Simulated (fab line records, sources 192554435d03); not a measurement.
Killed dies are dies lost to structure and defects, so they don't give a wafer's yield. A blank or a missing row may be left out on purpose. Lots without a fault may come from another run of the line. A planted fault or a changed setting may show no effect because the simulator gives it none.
fab line records | flow n5_finfet
record lots=10 wafers=30 last_day=17
route steps=1938 shown BEOL_M10@1485
lots that met no fault: from a run of the same line without faults
start_h: hours from the record's first day to the start of the lot's first wafer shown | wait_h: hours since the lot's step before | " the same as in the row above | L1.1+2: a row that stands for several wafers | - no value, or no start given | * or withheld: withheld | < > ~ a bound
route shown NAME@n: a module of which the file shows steps, and the number in the route of the first | usual: mean/standard deviation of fault-free wafers | same: alike in all rows | chamber/n: place in a boat | sites: the reading at each site | _std_site: their standard deviation | _edge_site: outer sites' mean less inner sites' | radius_mm: how far each site lies from the wafer's centre | mask NAME#n: copy n | behind: the tool/chamber that last shaped the wafer | hold: why the lot was held/for how many hours/how that ended | device: the transistor (n, p or np) that didn't switch | end of line: the same wafers' tests at the end of the route | a step without rows: its recipe alone | killed: dies lost to structure and defects at the first sort, not the wafer's yield | map: a wafer's dies, x killed, . not, _ none there
set.NAME: the setting as run; set.NAME@STEP: as run at that earlier step | model.NAME: the simulator's own value behind a step, which no gauge read
steps of the route over a sample of lots; a table a step, a row a wafer
services: from which hour (start_h, from the record's first day; less than 0 if before it) a tool's chamber was out of use, for how many hours, and why
## steps
# step N5_BEOL_M10_INSPECT_13
# recipe mode=adi inspect_instrument=brightfield
# usual raw_defect_count=423/99
# columns lot.wafer tool chamber start_h wait_h raw_defect_count
L186.2 defect_inspect-02 - 231.89 0.0 406
L186.5 " - " " 385
L186.6 " - " " 494
L187.3 defect_inspect-02 - 232.06 0.0 382
L187.4 " - " " 339
L187.5 " - " " 350
L191.2 defect_inspect-01 - 251.93 0.0 373
L191.4 " - " " 280
L191.6 " - " " 277
L190.1 defect_inspect-02 - 252.38 0.0 510
L190.3 " - " " 674
L190.4 " - " " 403
L198.1 defect_inspect-02 - 303.35 0.0 421
L198.3 " - " " 540
L198.6 " - " " 425
L200.1 defect_inspect-02 - 329.73 0.0 329
L200.2 " - " " 524
L200.4 " - " " 424
L204.4 defect_inspect-02 - 337.71 0.0 448
L204.5 " - " " 390
L204.6 " - " " 335
L205.1 defect_inspect-01 - 344.80 0.0 419
L205.3 " - " " 398
L205.5 " - " " 316
L207.3 defect_inspect-01 - 359.98 0.0 281
L207.5 " - " " 265
L207.6 " - " " 381
L208.1 defect_inspect-02 - 370.14 0.0 310
L208.3 " - " " 372
L208.5 " - " " 396
# step N5_BEOL_M10_DESCUM_33
# recipe chemistry=O2 time_s=7.9 source_power_w=50 bias_power_w=20 pressure_mtorr=20 rf_frequency_hz=2.712e+07 temp_c=40 resist=CAR-ArF o2_flow_sccm=225
# usual chamber_pressure_mTorr=19.997/0.02 drypump_motor_current_A=5.8/0.38 o2_flow_sccm=225.1/0.67 oes_product_au=0.82/0.073 rf_vpp_V=243.3/1.5 showerhead_plenum_p_Torr=2.10/0.079 throttle_valve_pct=20.29/0.14
# same time_s=7.9
# columns lot.wafer tool chamber start_h wait_h chamber_pressure_mTorr drypump_motor_current_A o2_flow_sccm oes_product_au rf_hours_counter_h rf_vpp_V showerhead_plenum_p_Torr throttle_valve_pct
L186.2 rie_diel-02 0 236.83 1.5 20.022 5.9 225.2 0.87 75 244.1 2.11 20.29
L186.5 " 2 " " 20.012 5.9 224.2 0.72 - 242.2 1.99 20.43
L186.6 " 0 " " 19.999 5.9 225.7 0.86 - 243.9 2.11 20.28
L187.3 rie_diel-04 0 237.26 1.7 20.044 5.5 225.1 0.87 49 245.1 2.22 20.15
L187.4 " 0 " " 20.018 5.5 224.3 0.87 - 244.5 2.22 20.15
L187.5 " 3 " " 19.990 5.5 225.0 0.80 - 241.3 2.01 20.16
L191.2 rie_diel-04 3 254.62 0.4 19.973 5.5 225.5 0.80 89 242.1 2.01 20.16
L191.4 " 2 " " 19.987 6.3 224.1 0.99 6 241.8 2.07 20.28
L191.6 " 1 " " 19.988 5.7 225.2 0.74 - 245.8 2.18 20.39
L190.1 rie_diel-03 1 254.73 0.0 20.016 6.2 224.5 0.85 39 244.5 2.14 20.48
L190.3 " 0 " " 19.989 5.7 226.5 0.90 27 242.8 2.03 20.16
L190.4 " 2 " " 20.001 4.8 225.4 0.91 16 242.0 2.04 20.23
L198.1 rie_diel-02 3 305.68 0.1 19.981 6.3 225.5 0.68 248 244.7 2.14 20.16
L198.3 " 0 " " 20.004 5.9 225.0 0.82 99 242.8 2.10 20.33
L198.6 " 1 " " 19.998 5.6 225.2 0.89 - 244.6 2.23 20.16
L200.1 rie_diel-02 2 331.02 0.0 20.005 5.9 225.7 0.69 225 242.0 1.98 20.49
L200.2 " 0 " " 19.995 5.9 224.8 0.82 110 244.2 2.10 20.34
L200.4 " 1 " " 19.988 5.6 225.9 0.88 - 242.2 2.23 20.21
L204.4 rie_diel-02 2 339.90 0.0 20.011 5.9 225.2 0.69 228 241.9 1.98 20.48
L204.5 " 0 " " 19.991 5.9 224.9 0.81 - 242.4 2.10 20.35
L204.6 " 3 " " 20.005 6.3 224.1 1.00 - 243.3 2.13 19.91
L205.1 rie_diel-04 2 347.12 0.6 20.008 6.3 224.1 0.90 37 242.3 2.06 20.32
L205.3 " 3 " " 20.012 5.5 225.5 0.76 122 240.2 2.00 20.22
L205.5 " 2 " " 19.980 6.3 224.8 0.90 - 243.0 2.06 20.32
L207.3 rie_diel-02 2 362.79 0.0 20.000 5.9 224.1 0.69 237 242.9 1.97 20.50
L207.5 " 0 " " 19.993 5.9 225.8 0.81 - 243.6 2.09 20.35
L207.6 " 1 " " 19.985 5.6 226.0 0.85 - 246.6 2.22 20.24
L208.1 rie_diel-03 0 372.32 0.0 19.983 5.8 224.7 0.84 67 243.1 2.02 20.22
L208.3 " 3 " " 20.011 6.1 224.5 0.79 122 243.7 2.09 20.40
L208.5 " 1 " " 19.973 6.3 224.8 0.81 - 242.9 2.13 20.53
# step N5_BEOL_M10_ETCH_65
# recipe chemistry=CF4 target=SiARC target_depth_a=390 mask_material=CAR-ArF time_s=65 ion_energy_ev=80 pressure_mtorr=40 source_w=545 bias_w=36 Ar_flow_sccm=100 cf4_flow_sccm=100 ends=cleared
# usual chamber_pressure_mTorr=40.00/0.036 drypump_motor_current_A=5.8/0.39 etch_rf_on_time_s=64.5/1.1 oes_product_au=0.70/0.063 rf_vpp_V=184.2/1.3 showerhead_plenum_p_Torr=2.15/0.074 throttle_valve_pct=15.48/0.13
# columns lot.wafer tool chamber start_h wait_h chamber_pressure_mTorr drypump_motor_current_A etch_rf_on_time_s oes_product_au rf_hours_counter_h rf_vpp_V showerhead_plenum_p_Torr throttle_valve_pct
L186.2 rie_diel-02 0 236.86 0.0 39.98 5.9 64.0 0.73 75 185.1 2.17 15.45
L186.5 " 2 " " 40.01 5.9 63.9 0.63 - 183.9 2.04 15.67
L186.6 " 0 " " 40.03 5.9 63.8 0.73 - 184.7 2.17 15.45
L187.3 rie_diel-04 0 237.29 0.0 39.97 5.5 64.8 0.74 49 186.3 2.28 15.36
L187.4 " 0 " " 39.99 5.6 64.8 0.74 - 184.5 2.28 15.35
L187.5 " 3 " " 40.00 5.5 64.2 0.68 - 182.6 2.08 15.44
L191.2 rie_diel-04 3 254.65 0.0 39.96 5.6 64.2 0.68 89 183.6 2.07 15.47
L191.4 " 2 " " 40.00 6.3 64.8 0.84 6 184.4 2.11 15.33
L191.6 " 1 " " 40.04 5.7 66.1 0.62 - 184.6 2.21 15.60
L190.1 rie_diel-03 1 254.77 0.0 40.02 6.2 64.8 0.73 40 185.0 2.18 15.50
L190.3 " 0 " " 40.01 5.7 63.6 0.77 27 183.4 2.10 15.40
L190.4 " 2 " " 39.93 4.8 63.5 0.78 16 183.2 2.10 15.41
L198.1 rie_diel-02 3 305.72 0.0 40.01 6.3 67.8 0.56 248 185.8 2.19 15.52
L198.3 " 0 " " 40.03 5.9 63.5 0.70 99 183.7 2.16 15.48
L198.6 " 1 " " 40.00 5.6 62.6 0.78 - 185.1 2.27 15.33
L200.1 rie_diel-02 2 331.05 0.0 39.99 5.9 89.8 0.51 225 183.7 2.03 15.75
L200.2 " 0 " " 40.10 5.9 89.0 0.59 110 183.5 2.15 15.53
L200.4 " 1 " " 40.00 5.6 61.9 0.77 - 184.8 2.26 15.33
L204.4 rie_diel-02 2 339.93 0.0 40.00 5.9 64.5 0.60 228 183.7 2.03 15.78
L204.5 " 0 " " 39.96 5.9 90.4 0.59 - 185.3 2.15 15.53
L204.6 " 3 " " 39.98 6.3 64.7 0.83 - 185.3 2.19 15.07
L205.1 rie_diel-04 2 347.15 0.0 39.96 6.3 64.1 0.77 37 183.9 2.10 15.39
L205.3 " 3 " " 40.01 5.6 63.2 0.65 122 182.0 2.06 15.52
L205.5 " 2 " " 39.97 6.3 64.5 0.77 - 184.5 2.10 15.39
L207.3 rie_diel-02 2 362.83 0.0 40.03 5.9 64.0 0.60 237 182.3 2.03 15.78
L207.5 " 0 " " 39.98 5.9 89.3 0.58 - 184.9 2.15 15.54
L207.6 " 1 " " 39.97 5.6 62.5 0.75 - 187.0 2.26 15.36
L208.1 rie_diel-03 0 372.35 0.0 39.97 5.8 63.5 0.72 67 181.8 2.09 15.47
L208.3 " 3 " " 40.04 6.1 66.7 0.65 122 184.4 2.15 15.65
L208.5 " 1 " " 39.98 6.2 64.8 0.70 - 184.2 2.17 15.58
# step N5_BEOL_M10_ETCH_41
# recipe chemistry=CH3F/O2 target=SiCN target_depth_a=426 taper_deg=2 time_s=86 ion_energy_ev=120 mask_material=TiN pressure_mtorr=30 source_w=395 bias_w=75 Ar_flow_sccm=150 CH3F_flow_sccm=30 O2_flow_sccm=20
# usual chamber_pressure_mTorr=30.001/0.026 drypump_motor_current_A=5.8/0.38 oes_product_au=0.82/0.074 rf_vpp_V=297.5/1.5 showerhead_plenum_p_Torr=2.02/0.074 throttle_valve_pct=16.22/0.13
# same time_s=86
# columns lot.wafer tool chamber start_h wait_h chamber_pressure_mTorr drypump_motor_current_A oes_product_au rf_hours_counter_h rf_vpp_V showerhead_plenum_p_Torr throttle_valve_pct
L186.2 rie_diel-02 0 - - 30.007 5.9 0.87 75 298.5 2.02 16.16
L186.5 " 2 " " 30.012 5.9 0.73 - 295.1 1.91 16.43
L186.6 " 0 " " 30.038 5.9 0.86 - 297.0 2.02 16.15
L187.3 rie_diel-04 0 - - 30.014 5.5 0.87 49 300.7 2.14 16.11
L187.4 " 0 " " 30.022 5.5 0.87 - 299.7 2.14 16.11
L187.5 " 3 " " 30.043 5.5 0.80 - 295.8 1.93 16.10
L191.2 rie_diel-04 3 - - 29.990 5.5 0.80 89 296.8 1.93 16.12
L191.4 " 2 " " 30.018 6.3 0.98 6 296.0 1.98 16.12
L191.6 " 1 " " 30.006 5.7 0.73 - 298.2 2.08 16.34
L190.1 rie_diel-03 1 - - 29.992 6.2 0.86 40 297.8 2.05 16.30
L190.3 " 0 " " 29.994 5.8 0.90 27 297.2 1.96 16.13
L190.4 " 2 " " 29.999 4.8 0.89 16 297.1 1.97 16.17
L198.1 rie_diel-02 3 - - 29.993 6.3 0.68 248 297.3 2.05 16.22
L198.3 " 0 " " 29.959 5.9 0.82 99 298.1 2.02 16.21
L198.6 " 1 " " 30.026 5.6 0.90 - 299.4 2.12 16.02
L200.1 rie_diel-02 2 - - 30.017 5.9 0.70 225 295.2 1.90 16.48
L200.2 " 0 " " 30.008 5.9 0.83 111 295.1 2.01 16.22
L200.4 " 1 " " 29.993 5.6 0.89 - 299.7 2.12 16.04
L204.4 rie_diel-02 2 - - 30.025 5.9 0.69 228 294.8 1.90 16.51
L204.5 " 0 " " 30.016 5.9 0.82 - 297.3 2.01 16.24
L204.6 " 3 " " 30.002 6.2 0.98 - 298.3 2.05 15.82
L205.1 rie_diel-04 2 - - 30.005 6.3 0.90 38 297.5 1.97 16.19
L205.3 " 3 " " 30.002 5.5 0.76 123 295.5 1.92 16.18
L205.5 " 2 " " 30.009 6.3 0.91 - 296.3 1.97 16.19
L207.3 rie_diel-02 2 - - 29.975 5.9 0.69 237 296.1 1.90 16.52
L207.5 " 0 " " 29.980 5.9 0.81 - 298.8 2.01 16.26
L207.6 " 1 " " 30.016 5.6 0.85 - 300.1 2.11 16.08
L208.1 rie_diel-03 0 - - 29.987 5.8 0.84 67 297.1 1.95 16.21
L208.3 " 3 " " 30.033 6.1 0.78 122 296.7 2.00 16.37
L208.5 " 1 " " 29.985 6.3 0.82 - 297.6 2.04 16.38
## services
# columns tool chamber start_h hours kind
rie_diel-04 2 216.41 - clean
rie_diel-04 2 216.41 - consumable_replace:focus_ring
rie_diel-04 2 216.41 23.9 scheduled_down
rie_diel-04 2 216.41 23.9 vent_cycle
rie_diel-02 1 219.16 - clean
rie_diel-02 1 219.16 - consumable_replace:focus_ring
rie_diel-02 1 219.16 - consumable_replace:showerhead
rie_diel-02 1 219.16 21.4 scheduled_down
rie_diel-02 1 219.16 21.4 vent_cycle
rie_diel-03 - 223.88 15.6 pm
rie_diel-04 3 238.86 7.2 repair
rie_diel-02 3 311.75 - clean
rie_diel-02 3 311.75 - consumable_replace:focus_ring
rie_diel-02 3 311.75 20.7 scheduled_down
rie_diel-02 3 311.75 20.7 vent_cycle
rie_diel-02 0 349.30 4.2 repair
rie_diel-03 2 370.53 9.9 repair
## key
first_sign step=N5_BEOL_M10_ETCH_65 reading=etch_rf_on_time_s direction=up sigmas=22 usual=* struck=*
effect step=N5_BEOL_M10_ETCH_65 reading=oes_product_au direction=down sigmas=2.2 usual=0.70 struck=0.56
met_at N5_BEOL_M10_ETCH_65
struck_lots L200,L204,L207
struck_wafers L200.1,L200.2,L204.5,L207.5
not_acting_at N5_BEOL_M10_INSPECT_13,N5_BEOL_M10_DESCUM_33,N5_BEOL_M10_ETCH_41
onset_between 305.72 331.05
fault kind=process_parameter_drift tool=rie_diel-02 chamber=- onset_h=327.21 steps=N5_BEOL_M10_ETCH_65 channel=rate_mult offset=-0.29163 shape=step end_h=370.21 scope=struck_wafers_only
